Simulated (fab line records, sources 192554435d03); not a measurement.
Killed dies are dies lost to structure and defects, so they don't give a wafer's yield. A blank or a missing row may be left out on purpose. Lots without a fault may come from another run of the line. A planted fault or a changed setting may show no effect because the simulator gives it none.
Chamber matching | flow n5_finfet | N5_BEOL_M1_STRIP_19 on rie_diel-03: 4 sister chambers
The step strips in O2. 4 wafers are shown with their chamber, then 9 later ones without.

WAFERS WITH THEIR CHAMBER
wafer  | chamber | drypump_motor_current_A (A)
L090.5 | 3       | 4.7
L090.6 | 0       | 5.2
L091.4 | 1       | 5.9
L091.5 | 2       | 5.4

WAFERS WITHOUT THEIR CHAMBER
wafer  | drypump_motor_current_A (A)
L092.2 | 4.7
L092.3 | 5.4
L092.5 | 5.4
L094.2 | 4.8
L094.3 | 5.9
L094.5 | 5.4
L096.3 | 5.4
L096.4 | 4.7
L096.5 | 4.8

WHICH CHAMBER EACH WENT THROUGH
wafer  | from the rows above | in truth
L092.2 | 3                   | 3
L092.3 | 2                   | 2
L092.5 | 2                   | 2
L094.2 | 3                   | 3
L094.3 | 1                   | 1
L094.5 | 2                   | 2
L096.3 | 2                   | 2
L096.4 | 3                   | 3
L096.5 | 3                   | 3
Placed correctly: 9 of 9. Can't be placed from these rows: 0. Placed wrongly: 0.
How it was worked out, from the rows above alone: a wafer's distance from a chamber is the root of the sum, over the readings, of the square of ((its reading less the chamber's mean) divided by the reading's scatter). The wafer belongs to the nearest chamber; if the next one is less than 2 further off, it can't be placed. A chamber's mean is the mean of its shown wafers. The scatter: with one shown wafer a chamber, the root of the mean of the squares of how far each hidden wafer lies from its nearest shown one.
